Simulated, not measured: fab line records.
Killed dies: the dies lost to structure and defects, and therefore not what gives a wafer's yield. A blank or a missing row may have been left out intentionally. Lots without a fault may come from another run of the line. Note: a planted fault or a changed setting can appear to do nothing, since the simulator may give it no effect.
fab line records -- flow n5-finfet
[record] lots = 10, wafers = 30, last-day = 16
route steps=1938 shown TV_OPEN@1889 PAD_METAL@1894 PASSIVATION@1909
lots that met no fault: taken from a fault-free run of the same line
start-h: the number of hours between the record's first day and the start of the first shown wafer of the lot -- wait-h: time in hours since the lot's previous step -- " identical to the entry in the row above -- L1.1+2: a single row standing in for several wafers -- - no value, or no start was given -- * or withheld: withheld -- < > ~ a bound
route shown NAME@n: NAME is a module with steps in the file, n the number in the route of the first one -- usual: mean/standard deviation taken from wafers without a fault -- same: alike in all rows -- chamber/n: place in a boat -- sites: per-site readings -- _std_site: their standard deviation -- _edge_site: mean of outer sites minus mean of inner sites -- radius-mm: how far each site lies from the wafer's centre -- mask NAME#n: copy n -- behind: tool/chamber where the wafer was last shaped -- hold: what put the lot on hold/how long, in hours/how the hold closed -- device: whichever transistor did not switch (one of n, p or np) -- end of line: the route-end tests of the same wafers -- step lacking rows: just its recipe -- killed: count of dies lost to structure and defects at first sort (not the wafer's yield) -- map: shows each die of a wafer: x if killed, . if not, _ if none is there
set.NAME: the setting as run; set.NAME@STEP: as run at that earlier step -- model.NAME: the simulator's own value behind a step, which no gauge read
a sample of lots followed through the steps of the route, with each step as a table and each wafer as a row
services: the hour from which a tool's chamber was out of use, counted from the record's first day as start-h (under 0 if before that day), plus the number of hours and why
[[steps]]
[step N5_PASSIVATION_STRIP_14]
[recipe] chemistry = O2, power-w = 600, temp-c = 60, pressure-mtorr = 30, rf-frequency-hz = 6e+07, bias-power-w = 0, overash-fraction = 0.5, o2-flow-sccm = 225
[usual] drypump-motor-current-A = 5.8/0.4, oes-product-au = 0.80/0.069, rf-vpp-V = 3.8/0.88, showerhead-plenum-p-Torr = 2.10/0.082, throttle-valve-pct = 16.69/0.22
lot.wafer,tool,chamber,start-h,wait-h,drypump-motor-current-A,oes-product-au,rf-hours-counter-h,rf-vpp-V,showerhead-plenum-p-Torr,throttle-valve-pct
L838.1,rie-diel-05,2,277.37,0.1,5.4,0.82,102,3.6,2.21,16.60
L838.2,rie-diel-05,1,277.37,0.1,5.3,0.82,87,4.4,2.21,16.48
L838.5,rie-diel-05,0,277.37,0.1,6.3,0.82,-,4.0,2.04,16.89
L839.2,rie-diel-03,1,277.41,0.1,6.0,0.71,219,3.3,1.99,16.77
L839.4,rie-diel-03,1,277.41,0.1,6.0,0.71,-,4.0,1.99,16.76
L839.5,rie-diel-03,2,277.41,0.1,6.2,0.82,-,3.9,2.11,16.49
L840.3,rie-diel-03,2,282.70,0.1,6.2,0.82,101,4.8,2.11,16.49
L840.5,rie-diel-03,3,282.70,0.1,6.0,0.87,-,3.2,2.22,16.75
L840.6,rie-diel-03,1,282.70,0.1,6.0,0.71,-,3.0,1.99,16.78
L841.1,rie-diel-03,2,288.51,0.1,6.2,0.80,102,2.9,2.11,16.46
L841.4,rie-diel-03,0,288.51,0.1,5.4,0.74,179,2.9,2.08,16.84
L841.5,rie-diel-03,3,288.51,0.1,6.0,0.89,-,4.7,2.22,16.72
L845.1,rie-diel-03,3,313.13,0.1,6.0,0.85,59,1.9,2.22,16.77
L845.3,rie-diel-03,0,313.13,0.1,5.4,0.72,191,4.1,2.08,16.89
L845.5,rie-diel-03,1,313.13,0.1,6.0,0.69,-,2.8,1.99,16.77
L852.1,rie-diel-04,3,355.65,0.5,6.0,0.71,196,4.0,1.99,16.67
L852.2,rie-diel-04,1,355.65,0.5,5.3,0.80,90,4.6,2.03,16.98
L852.4,rie-diel-04,2,355.65,0.5,4.8,0.71,217,3.3,2.16,16.56
L853.1,rie-diel-05,3,355.96,0.1,5.3,0.91,34,5.4,2.05,16.28
L853.2,rie-diel-05,2,355.96,0.1,5.4,0.79,131,3.7,2.20,16.69
L853.3,rie-diel-05,0,355.96,0.1,6.3,0.79,113,3.8,2.03,16.95
L855.4,rie-diel-03,0,367.74,0.1,5.4,0.70,214,3.4,2.07,16.92
L855.5,rie-diel-03,3,367.74,0.1,6.0,0.84,-,2.4,2.21,16.77
L855.6,rie-diel-03,0,367.74,0.1,5.4,0.70,-,3.0,2.07,16.92
L856.1,rie-diel-04,1,376.76,0.1,5.4,0.80,99,3.3,2.02,17.00
L856.4,rie-diel-04,0,376.76,0.1,6.3,0.71,-,3.0,2.08,16.71
L856.6,rie-diel-04,1,376.76,0.1,5.4,0.79,-,4.8,2.02,17.01
L857.1,rie-diel-05,1,380.32,0.1,5.3,0.80,126,3.9,2.19,16.55
L857.2,rie-diel-05,0,380.32,0.1,6.4,0.78,122,4.3,2.02,16.99
L857.3,rie-diel-05,2,380.32,0.1,5.4,0.78,140,3.7,2.19,16.68
[step N5_PASSIVATION_PRE_CLEAN_19]
[recipe] gas = H2/He, time-s = *, temp-c = *
[usual] heater-power-w = 420/48
lot.wafer,tool,chamber,start-h,wait-h,heater-power-w
L838.1,pvd-sputter-02,-,277.71,0.0,427
L838.2,pvd-sputter-02,-,277.71,0.0,432
L838.5,pvd-sputter-02,-,277.71,0.0,461
L839.2,pvd-sputter-02,-,278.13,0.0,465
L839.4,pvd-sputter-02,-,278.13,0.0,470
L839.5,pvd-sputter-02,-,278.13,0.0,431
L840.3,pvd-sputter-02,-,283.25,0.0,431
L840.5,pvd-sputter-02,-,283.25,0.0,467
L840.6,pvd-sputter-02,-,283.25,0.0,418
L841.1,pvd-sputter-01,-,289.04,0.0,357
L841.4,pvd-sputter-01,-,289.04,0.0,348
L841.5,pvd-sputter-01,-,289.04,0.0,519
L845.1,pvd-sputter-03,-,314.74,0.0,400
L845.3,pvd-sputter-03,-,314.74,0.0,414
L845.5,pvd-sputter-03,-,314.74,0.0,414
L852.1,pvd-sputter-03,-,355.92,0.0,366
L852.2,pvd-sputter-03,-,355.92,0.0,451
L852.4,pvd-sputter-03,-,355.92,0.0,406
L853.1,pvd-sputter-01,-,356.32,0.0,442
L853.2,pvd-sputter-01,-,356.32,0.0,523
L853.3,pvd-sputter-01,-,356.32,0.0,343
L855.4,pvd-sputter-03,-,368.32,0.0,364
L855.5,pvd-sputter-03,-,368.32,0.0,404
L855.6,pvd-sputter-03,-,368.32,0.0,364
L856.1,pvd-sputter-03,-,377.02,0.0,443
L856.4,pvd-sputter-03,-,377.02,0.0,414
L856.6,pvd-sputter-03,-,377.02,0.0,391
L857.1,pvd-sputter-01,-,380.88,0.0,365
L857.2,pvd-sputter-01,-,380.88,0.0,434
L857.3,pvd-sputter-01,-,380.88,0.0,350
[step N5_PASSIVATION_AL_ETCH_33]
[recipe] chemistry = Cl2/BCl3, target-depth-a = 28000, over-etch-frac = 0.15, Cl2_flow_sccm = 180, bcl3-flow-sccm = 60, target = Al, stop-on = TaN, time-s = 466.7, ion-energy-ev = 100, pressure-mtorr = 10, icp-w = 900, bias-w = 100
[usual] bias-w = 100.0/0.31, drypump-motor-current-A = 5.8/0.45, oes-product-au = 0.67/0.069, throttle-valve-pct = 34.11/0.2
lot.wafer,tool,chamber,start-h,wait-h,bias-w,drypump-motor-current-A,oes-product-au,rf-hours-counter-h,throttle-valve-pct
L838.1,rie-metal-03,0,278.62,0.1,99.9,5.4,0.64,69,34.37
L838.2,rie-metal-03,1,278.62,0.1,99.8,5.8,0.64,75,34.23
L838.5,rie-metal-03,0,278.62,0.1,100.4,5.4,0.64,-,34.35
L839.2,rie-metal-01,0,279.04,0.1,99.7,6.0,0.59,95,33.99
L839.4,rie-metal-01,1,279.04,0.1,99.8,6.5,0.67,-,33.79
L839.5,rie-metal-01,1,279.04,0.1,100.1,6.6,0.67,-,33.78
L840.3,rie-metal-03,0,284.20,0.2,100.0,5.4,0.64,-,34.34
L840.5,rie-metal-03,0,284.20,0.2,100.4,5.4,0.64,-,34.37
L840.6,rie-metal-03,1,284.20,0.2,100.1,5.8,0.63,-,34.27
L841.1,rie-metal-02,1,289.85,0.1,100.0,6.0,0.64,69,34.15
L841.4,rie-metal-02,1,289.85,0.1,100.2,6.0,0.63,-,34.17
L841.5,rie-metal-02,0,289.85,0.1,100.4,5.2,0.78,-,34.11
L845.1,rie-metal-02,0,315.53,0.1,100.2,5.3,0.78,18,34.08
L845.3,rie-metal-02,0,315.53,0.1,100.2,5.3,0.77,-,34.10
L845.5,rie-metal-02,1,315.53,0.1,99.4,6.0,0.64,-,34.12
L852.1,rie-metal-02,0,356.72,0.1,99.8,5.2,0.75,22,34.12
L852.2,rie-metal-02,1,356.72,0.1,100.2,6.0,0.63,75,34.18
L852.4,rie-metal-02,1,356.72,0.1,100.2,6.0,0.62,-,34.14
L853.1,rie-metal-03,1,357.23,0.1,100.3,5.8,0.62,82,34.30
L853.2,rie-metal-03,0,357.23,0.1,99.8,5.4,0.63,77,34.36
L853.3,rie-metal-03,0,357.23,0.1,99.9,5.4,0.62,-,34.40
L855.4,rie-metal-03,0,369.45,0.2,100.5,5.4,0.63,-,34.34
L855.5,rie-metal-03,1,369.45,0.2,100.0,5.7,0.63,-,34.24
L855.6,rie-metal-03,0,369.45,0.2,100.5,5.4,0.63,-,34.34
L856.1,rie-metal-03,0,377.80,0.1,99.5,5.4,0.62,80,34.40
L856.4,rie-metal-03,0,377.80,0.1,99.7,5.3,0.62,-,34.40
L856.6,rie-metal-03,0,377.80,0.1,99.8,5.4,0.62,-,34.39
L857.1,rie-metal-02,1,381.70,0.1,100.5,6.0,0.63,78,34.15
L857.2,rie-metal-02,0,381.70,0.1,99.6,5.2,0.74,24,34.12
L857.3,rie-metal-02,0,381.70,0.1,99.6,5.2,0.75,-,34.14
[step N5_PASSIVATION_PECVD_35]
[recipe] material = SiNx, target-thk-a = 7000, temp-c = 400, precursor = SiH4/NH3/N2, pressure-torr = 4.9, rf-w = 1406, time-s = 151.3
[usual] heater-power-outer-w = 175/82, heater-power-w = 372/110, showerhead-plenum-p-Torr = 8.65/0.068, showerhead-vpp-V = 2296/71, throttle-valve-pct = 28.3/0.9
lot.wafer,tool,chamber,start-h,wait-h,heater-power-outer-w,heater-power-w,showerhead-plenum-p-Torr,showerhead-vpp-V,throttle-valve-pct
L838.1,pecvd-04,1,279.75,0.1,161,391,8.65,2286,27.5
L838.2,pecvd-04,2,279.75,0.1,304,532,8.64,2302,27.8
L838.5,pecvd-04,0,279.75,0.1,35,192,8.61,2234,28.6
L839.2,pecvd-04,0,280.17,0.1,132,313,8.61,2206,28.6
L839.4,pecvd-04,0,280.17,0.1,36,198,8.63,2225,28.3
L839.5,pecvd-04,2,280.17,0.1,291,513,8.68,2270,27.7
L840.3,pecvd-02,2,285.20,0.1,159,356,8.56,2283,27.6
L840.5,pecvd-02,2,285.20,0.1,63,233,8.59,2291,27.2
L840.6,pecvd-02,1,285.20,0.1,95,223,8.77,2424,30.8
L841.1,pecvd-01,2,291.39,0.1,93,249,8.56,2396,28.0
L841.4,pecvd-01,0,291.39,0.1,239,420,8.67,2245,29.2
L841.5,pecvd-01,2,291.39,0.1,118,282,8.59,2421,27.8
L845.1,pecvd-04,1,316.67,0.1,193,430,8.63,2310,27.4
L845.3,pecvd-04,2,316.67,0.1,279,501,8.64,2304,27.5
L845.5,pecvd-04,0,316.67,0.1,36,196,8.59,2238,28.4
L852.1,pecvd-04,0,357.87,0.1,90,274,8.62,2181,28.4
L852.2,pecvd-04,2,357.87,0.1,325,573,8.60,2300,27.8
L852.4,pecvd-04,2,357.87,0.1,340,588,8.64,2306,27.4
L853.1,pecvd-04,2,358.38,0.1,242,437,8.65,2282,27.7
L853.2,pecvd-04,0,358.38,0.1,109,296,8.61,2180,28.5
L853.3,pecvd-04,1,358.38,0.1,184,422,8.65,2313,27.2
L855.4,pecvd-02,1,370.50,0.1,152,303,8.77,2448,30.8
L855.5,pecvd-02,0,370.50,0.1,217,401,8.56,2457,30.3
L855.6,pecvd-02,2,370.50,0.1,124,313,8.57,2306,27.3
L856.1,pecvd-01,1,379.83,0.1,134,298,8.81,2364,29.4
L856.4,pecvd-01,0,379.83,0.1,132,286,8.63,2267,28.9
L856.6,pecvd-01,1,379.83,0.1,152,305,8.82,2352,29.6
L857.1,pecvd-01,2,382.87,0.1,72,221,8.57,2368,27.8
L857.2,pecvd-01,0,382.87,0.1,153,307,8.63,2287,29.3
L857.3,pecvd-01,1,382.87,0.1,140,306,8.82,2385,29.6
[step N5_PASSIVATION_INSPECT_67]
[recipe] mode = adi, inspect-instrument = macro
[usual] raw-defect-count = 2.2/1.5
lot.wafer,tool,chamber,start-h,wait-h,raw-defect-count
L838.1,defect-inspect-01,-,280.36,0.0,1
L838.2,defect-inspect-01,-,280.36,0.0,2
L838.5,defect-inspect-01,-,280.36,0.0,5
L839.2,defect-inspect-02,-,280.66,0.0,3
L839.4,defect-inspect-02,-,280.66,0.0,2
L839.5,defect-inspect-02,-,280.66,0.0,3
L840.3,defect-inspect-01,-,285.69,0.0,0
L840.5,defect-inspect-01,-,285.69,0.0,2
L840.6,defect-inspect-01,-,285.69,0.0,1
L841.1,defect-inspect-01,-,292.00,0.0,3
L841.4,defect-inspect-01,-,292.00,0.0,2
L841.5,defect-inspect-01,-,292.00,0.0,4
L845.1,defect-inspect-01,-,317.28,0.0,3
L845.3,defect-inspect-01,-,317.28,0.0,2
L845.5,defect-inspect-01,-,317.28,0.0,1
L852.1,defect-inspect-01,-,358.48,0.0,>300
L852.2,defect-inspect-01,-,358.48,0.0,2
L852.4,defect-inspect-01,-,358.48,0.0,1
L853.1,defect-inspect-01,-,359.00,0.0,1
L853.2,defect-inspect-01,-,359.00,0.0,>300
L853.3,defect-inspect-01,-,359.00,0.0,0
L855.4,defect-inspect-01,-,370.94,0.0,4
L855.5,defect-inspect-01,-,370.94,0.0,6
L855.6,defect-inspect-01,-,370.94,0.0,3
L856.1,defect-inspect-01,-,380.45,0.0,1
L856.4,defect-inspect-01,-,380.45,0.0,2
L856.6,defect-inspect-01,-,380.45,0.0,2
L857.1,defect-inspect-01,-,383.48,0.0,2
L857.2,defect-inspect-01,-,383.48,0.0,0
L857.3,defect-inspect-01,-,383.48,0.0,4
[step N5_PASSIVATION_PROBE_49]
[usual] defect-limited-yield = 91.2/1.4, killed_at_M0_to_M3 = 34/9.4, killed_at_M4_up = 13/5.8, killed-at-contacts = 13/6.4, killed-at-front-end = 41/11, killed-at-other = 3.1/2.3, killed-dies = 103/16, killed-on-rim = 13/3.4, killed-open = 69/12, killed-short = 33/7.8, sort_bin_5_function = 5.1/0.91, sort_bin_6_memory = 3.3/0.63, sort-n-pass = 1077/16, sort-yield-pct = 91.2/1.4
[same] gross-dies = 1180, killed-at-back-side = 0, sort_bin_4_leakage[%] = 0, sort_bin_8_speed[%] = 0
lot.wafer,tool,chamber,start-h,wait-h,defect-limited-yield[%],killed_at_M0_to_M3,killed_at_M4_up,killed-at-contacts,killed-at-front-end,killed-at-other,killed-dies,killed-on-rim,killed-open,killed-short,sort_bin_5_function[%],sort_bin_6_memory[%],sort-n-pass,sort-yield-pct[%]
L838.1,prober-01,-,283.44,0.0,91.4,37,12,9,42,2,102,15,75,26,4.7,3.6,1078,91.4
L838.2,prober-01,-,283.49,0.1,91.7,32,24,4,34,4,98,12,62,33,4.5,3.1,1082,91.7
L838.5,prober-01,-,283.64,0.2,94.2,30,5,3,29,2,69,9,47,22,3.9,1.7,1111,94.2
L839.2,prober-02,-,283.83,0.1,90.8,32,9,10,58,0,109,18,82,26,5.7,3.4,1071,90.8
L839.4,prober-02,-,283.93,0.2,89.6,33,7,16,64,3,123,13,84,38,6.6,3.4,1057,89.6
L839.5,prober-02,-,283.98,0.2,90.9,32,6,13,54,2,107,13,84,22,5.3,3.7,1073,90.9
L841.1,prober-02,-,295.14,0.0,89.9,31,21,9,53,5,119,15,81,37,6.2,3.7,1061,89.9
L841.4,prober-02,-,295.29,0.2,91.1,22,13,22,45,3,105,9,62,43,4.9,3.6,1075,91.1
L841.5,prober-02,-,295.34,0.2,93.2,23,13,10,33,1,80,13,52,27,3.7,2.8,1100,93.2
L845.1,prober-01,-,320.35,0.0,89.9,35,6,15,55,8,119,18,89,30,5.8,4.2,1061,89.9
L845.3,prober-01,-,320.45,0.1,90.6,45,5,6,52,3,111,15,79,32,5.5,3.4,1069,90.6
L845.5,prober-01,-,320.55,0.2,92.3,37,7,13,33,1,91,8,70,20,4.7,3.0,1089,92.3
L852.1,prober-02,-,361.60,0.0,83.2,42,6,6,29,115,198,28,66,26,10.3,3.9,982,83.2
L852.2,prober-02,-,361.65,0.1,90.8,39,17,6,43,4,109,15,80,28,5.1,3.9,1071,90.8
L852.4,prober-02,-,361.75,0.2,90.1,44,8,7,50,8,117,15,86,30,5.3,4.2,1063,90.1
L853.1,prober-01,-,362.07,0.0,92.5,25,5,20,33,5,88,10,55,33,4.6,2.6,1092,92.5
L853.2,prober-01,-,362.12,0.1,84.3,25,5,22,26,107,185,25,51,34,9.7,3.6,995,84.3
L853.3,prober-01,-,362.17,0.1,90.6,36,7,21,41,6,111,19,66,45,5.2,3.7,1069,90.6
L856.1,prober-02,-,384.03,0.0,88.9,58,19,4,46,4,131,19,81,46,6.0,4.2,1049,88.9
L856.4,prober-02,-,384.18,0.2,93.1,33,4,11,33,0,81,10,58,22,4.1,2.5,1099,93.1
L856.6,prober-02,-,384.28,0.3,90.8,49,15,12,29,3,108,13,82,23,5.8,3.2,1072,90.8
L857.1,prober-02,-,386.68,0.0,90.1,48,7,15,46,1,117,14,70,42,5.9,3.3,1063,90.1
L857.2,prober-02,-,386.73,0.1,91.6,32,16,12,37,2,99,13,71,25,5.0,3.2,1081,91.6
L857.3,prober-02,-,386.78,0.1,90.7,29,17,23,41,0,110,13,71,37,4.7,4.2,1070,90.7
// killed by level:class
L838.1 FIN_SAQP:geometric-particle:open=10 BEOL_M2:geometric-particle:open=9 BEOL_M3:geometric-particle:open=8 DUMMY_GATE:geometric-particle:open=7 MOL_CONTACT_COAG:geometric-particle:open=7 BEOL_M4:geometric-particle:open=7 FIN_SAQP:geometric-particle:short=6 BEOL_M0_SAQP:geometric-particle:open=6
L838.2 FIN_SAQP:geometric-particle:open=8 BEOL_M1:geometric-particle:open=7 BEOL_M2:geometric-particle:open=7 BEOL_M4:geometric-particle:open=6 BEOL_M0_SAQP:geometric-particle:short=5 BEOL_M3:geometric-particle:open=5 BEOL_M5:geometric-particle:short=5 DUMMY_GATE:geometric-particle:short=4
L838.5 BEOL_M3:geometric-particle:open=11 FIN_SAQP:geometric-particle:open=6 DUMMY_GATE:geometric-particle:open=5 BEOL_M1:geometric-particle:open=4 BEOL_M2:geometric-particle:open=4 GATE_CUT:geometric-particle:short=3 MOL_CONTACT_COAG:geometric-particle:open=3 BEOL_M0_SAQP:geometric-particle:open=3
L839.2 STI_FIN_REVEAL:geometric-particle:open=19 FIN_SAQP:geometric-particle:open=15 BEOL_M2:geometric-particle:open=11 MOL_CONTACT_COAG:geometric-particle:open=8 BEOL_M1:geometric-particle:open=6 FIN_SAQP:geometric-particle:short=5 BEOL_M0_SAQP:geometric-particle:open=5 BEOL_M0_SAQP:geometric-particle:short=5
L839.4 MOL_CONTACT_COAG:geometric-particle:open=15 FIN_SAQP:geometric-particle:open=14 STI_FIN_REVEAL:geometric-particle:open=14 FIN_SAQP:geometric-particle:short=10 BEOL_M1:geometric-particle:short=8 BEOL_M2:geometric-particle:open=7 ILD0:geometric-particle:open=5 BEOL_M0_SAQP:geometric-particle:open=5
L839.5 STI_FIN_REVEAL:geometric-particle:open=18 MOL_CONTACT_COAG:geometric-particle:open=13 FIN_SAQP:geometric-particle:open=12 BEOL_M0_SAQP:geometric-particle:open=9 STARTING-WAFER:geometric-particle:open=6 FIN_SAQP:geometric-particle:short=5 BEOL_M0:geometric-particle:open=5 BEOL_M2:geometric-particle:open=5
L841.1 STI_FIN_REVEAL:geometric-particle:open=18 FIN_SAQP:geometric-particle:open=9 MOL_CONTACT_COAG:geometric-particle:open=9 BEOL_M2:geometric-particle:short=8 BEOL_M4:geometric-particle:open=8 GATE_CUT:geometric-particle:short=7 BEOL_M2:geometric-particle:open=6 DUMMY_GATE:geometric-particle:open=5
L841.4 MOL_CONTACT_COAG:geometric-particle:open=19 FIN_SAQP:geometric-particle:short=15 FIN_SAQP:geometric-particle:open=12 BEOL_M5:geometric-particle:open=7 STI_FIN_REVEAL:geometric-particle:open=6 GATE_CUT:geometric-particle:short=6 BEOL_M2:geometric-particle:open=5 BEOL_M1:geometric-particle:open=4
L841.5 FIN_SAQP:geometric-particle:open=10 MOL_CONTACT_COAG:geometric-particle:open=9 BEOL_M0_SAQP:geometric-particle:short=7 FIN_SAQP:geometric-particle:short=6 BEOL_M0_SAQP:geometric-particle:open=6 BEOL_M2:geometric-particle:open=5 STARTING-WAFER:geometric-particle:short=5 STI_FIN_REVEAL:geometric-particle:open=4
L845.1 FIN_SAQP:geometric-particle:open=15 MOL_CONTACT_COAG:geometric-particle:open=11 BEOL_M2:geometric-particle:open=11 STI_FIN_REVEAL:geometric-particle:open=9 DUMMY_GATE:geometric-particle:open=8 BEOL_M0_SAQP:geometric-particle:open=8 FIN_SAQP:geometric-particle:short=7 GATE_CUT:geometric-particle:short=5
L845.3 BEOL_M1:geometric-particle:open=12 FIN_SAQP:geometric-particle:short=11 STI_FIN_REVEAL:geometric-particle:open=11 BEOL_M2:geometric-particle:open=11 FIN_SAQP:geometric-particle:open=10 BEOL_M0_SAQP:geometric-particle:open=7 BEOL_M0_SAQP:geometric-particle:short=5 MOL_CONTACT_COAG:geometric-particle:open=5
L845.5 MOL_CONTACT_COAG:geometric-particle:open=11 BEOL_M2:geometric-particle:open=11 STI_FIN_REVEAL:geometric-particle:open=10 FIN_SAQP:geometric-particle:open=6 BEOL_M0_SAQP:geometric-particle:open=6 BEOL_M1:geometric-particle:open=6 BEOL_M3:geometric-particle:open=4 GATE_CUT:geometric-particle:open=4
L852.1 PASSIVATION:unspecified=105 BEOL_M2:geometric-particle:open=14 STI_FIN_REVEAL:geometric-particle:open=11 BEOL_M1:geometric-particle:open=10 GATE_CUT:geometric-particle:short=5 MOL_CONTACT_COAG:geometric-particle:open=5 BEOL_M0_SAQP:geometric-particle:short=5 BEOL_M3:geometric-particle:open=4
L852.2 BEOL_M2:geometric-particle:open=13 STI_FIN_REVEAL:geometric-particle:open=12 BEOL_M1:geometric-particle:open=10 BEOL_M4:geometric-particle:open=8 FIN_SAQP:geometric-particle:short=6 MOL_CONTACT_COAG:geometric-particle:open=6 GATE_CUT:geometric-particle:short=5 BEOL_M0_SAQP:geometric-particle:open=5
L852.4 STI_FIN_REVEAL:geometric-particle:open=21 BEOL_M0_SAQP:geometric-particle:open=11 BEOL_M2:geometric-particle:open=10 BEOL_M1:geometric-particle:open=9 MOL_CONTACT_COAG:geometric-particle:open=7 MIM_TOP_ETCH:geometric-particle:open=5 FIN_SAQP:geometric-particle:short=4 DUMMY_GATE:geometric-particle:open=4
L853.1 MOL_CONTACT_COAG:geometric-particle:open=15 DUMMY_GATE:geometric-particle:open=7 BEOL_M0_SAQP:geometric-particle:short=7 BEOL_M3:geometric-particle:open=6 BEOL_M0_SAQP:geometric-particle:open=6 FIN_SAQP:geometric-particle:short=5 MOL_CONTACT_COAG:geometric-particle:short=5 FIN_SAQP:geometric-particle:open=3
L853.2 PASSIVATION:unspecified=100 MOL_CONTACT_COAG:geometric-particle:open=17 BEOL_M0_SAQP:geometric-particle:short=9 STI_FIN_REVEAL:geometric-particle:open=5 DUMMY_GATE:geometric-particle:open=5 MOL_CONTACT_COAG:geometric-particle:short=5 BEOL_M5:geometric-particle:short=5 FIN_SAQP:geometric-particle:open=4
L853.3 MOL_CONTACT_COAG:geometric-particle:open=14 BEOL_M0_SAQP:geometric-particle:short=12 BEOL_M0_SAQP:geometric-particle:open=10 FIN_SAQP:geometric-particle:open=9 GATE_CUT:geometric-particle:short=8 BEOL_M3:geometric-particle:open=8 FIN_SAQP:geometric-particle:short=7 MOL_CONTACT_COAG:geometric-particle:short=7
L856.1 BEOL_M0_SAQP:geometric-particle:short=21 BEOL_M0_SAQP:geometric-particle:open=15 GATE_CUT:geometric-particle:open=8 BEOL_M1:geometric-particle:open=7 BEOL_M4:geometric-particle:open=7 FIN_SAQP:geometric-particle:open=6 BEOL_M2:geometric-particle:open=6 DUMMY_GATE:geometric-particle:open=6
L856.4 MOL_CONTACT_COAG:geometric-particle:open=10 BEOL_M2:geometric-particle:open=8 BEOL_M1:geometric-particle:open=7 DUMMY_GATE:geometric-particle:open=5 BEOL_M0_SAQP:geometric-particle:open=5 FIN_SAQP:geometric-particle:open=4 STI_FIN_REVEAL:geometric-particle:open=4 GATE_CUT:geometric-particle:open=4
L856.6 BEOL_M1:geometric-particle:open=15 BEOL_M2:geometric-particle:open=10 BEOL_M0_SAQP:geometric-particle:open=10 MOL_CONTACT_COAG:geometric-particle:open=9 BEOL_M0_SAQP:geometric-particle:short=7 FIN_SAQP:geometric-particle:open=6 DUMMY_GATE:geometric-particle:open=6 STI_FIN_REVEAL:geometric-particle:open=5
L857.1 FIN_SAQP:geometric-particle:open=11 MOL_CONTACT_COAG:geometric-particle:open=11 BEOL_M3:geometric-particle:open=11 BEOL_M0_SAQP:geometric-particle:short=9 STI_FIN_REVEAL:geometric-particle:open=7 BEOL_M0_SAQP:geometric-particle:open=7 FIN_SAQP:geometric-particle:short=6 BEOL_M2:geometric-particle:open=6
L857.2 BEOL_M3:geometric-particle:open=15 MOL_CONTACT_COAG:geometric-particle:open=11 FIN_SAQP:geometric-particle:open=8 GATE_CUT:geometric-particle:open=8 STI_FIN_REVEAL:geometric-particle:open=7 BEOL_M7:geometric-particle:open=4 BEOL_M3:geometric-particle:short=4 GATE_CUT:geometric-particle:short=4
L857.3 MOL_CONTACT_COAG:geometric-particle:open=14 STI_FIN_REVEAL:geometric-particle:open=12 MOL_CONTACT_COAG:geometric-particle:short=9 BEOL_M1:geometric-particle:open=8 FIN_SAQP:geometric-particle:short=7 BEOL_M0_SAQP:geometric-particle:open=5 BEOL_M7:geometric-particle:open=5 BEOL_M3:geometric-particle:open=4
[[services]]
tool,chamber,start-h,hours,kind
pecvd-02,1,254.31,5.5,scheduled-down
rie-diel-04,2,270.32,2.7,repair
pecvd-01,1,273.93,5.5,scheduled-down
rie-metal-03,-,279.19,0.3,repair
rie-diel-04,2,293.38,3.7,repair
pecvd-01,0,308.57,10.3,repair
rie-metal-01,-,311.80,2.8,pm
pecvd-04,-,324.79,6.0,pm
pecvd-01,-,334.76,2.8,pm
pvd-sputter-03,-,340.49,2.0,repair
rie-diel-03,1,352.01,-,clean
rie-diel-03,1,352.01,-,consumable-replace:focus-ring
rie-diel-03,1,352.01,-,consumable-replace:showerhead
rie-diel-03,1,352.01,10.5,scheduled-down
rie-diel-03,1,352.01,10.5,vent-cycle
rie-metal-03,-,361.15,1.4,pm
pecvd-01,0,364.00,5.5,scheduled-down
rie-diel-03,-,370.21,10.0,pm
rie-metal-01,0,372.12,-,clean
rie-metal-01,0,372.12,13.0,scheduled-down
rie-metal-01,0,372.12,13.0,vent-cycle
rie-metal-03,1,373.33,35.5,repair
rie-diel-04,2,373.47,3.8,repair
pecvd-02,2,380.61,2.1,scheduled-down
[[key]]
[first-sign] step = N5_PASSIVATION_INSPECT_67, reading = raw-defect-count, direction = up, sigmas = 99+, usual = 2.2, struck = >300
[effect] step = N5_PASSIVATION_PROBE_49, reading = killed-at-other, direction = up, sigmas = 47, usual = 3.1, struck = 111
[more-kills-born-at] N5_PASSIVATION_PECVD_35@pecvd-04 = 205
met-at N5_PASSIVATION_PECVD_35
struck-lots L852,L853
struck-wafers L852.1,L853.2
not-acting-at N5_PASSIVATION_STRIP_14,N5_PASSIVATION_PRE_CLEAN_19,N5_PASSIVATION_AL_ETCH_33
onset-between 316.67 357.87
[fault] kind = chamber-particle-source, tool = pecvd-04, chamber = 0, onset-h = 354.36, steps = N5_PASSIVATION_PECVD_35, rate-per-visit-cm2 = 0.91979, end-h = 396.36
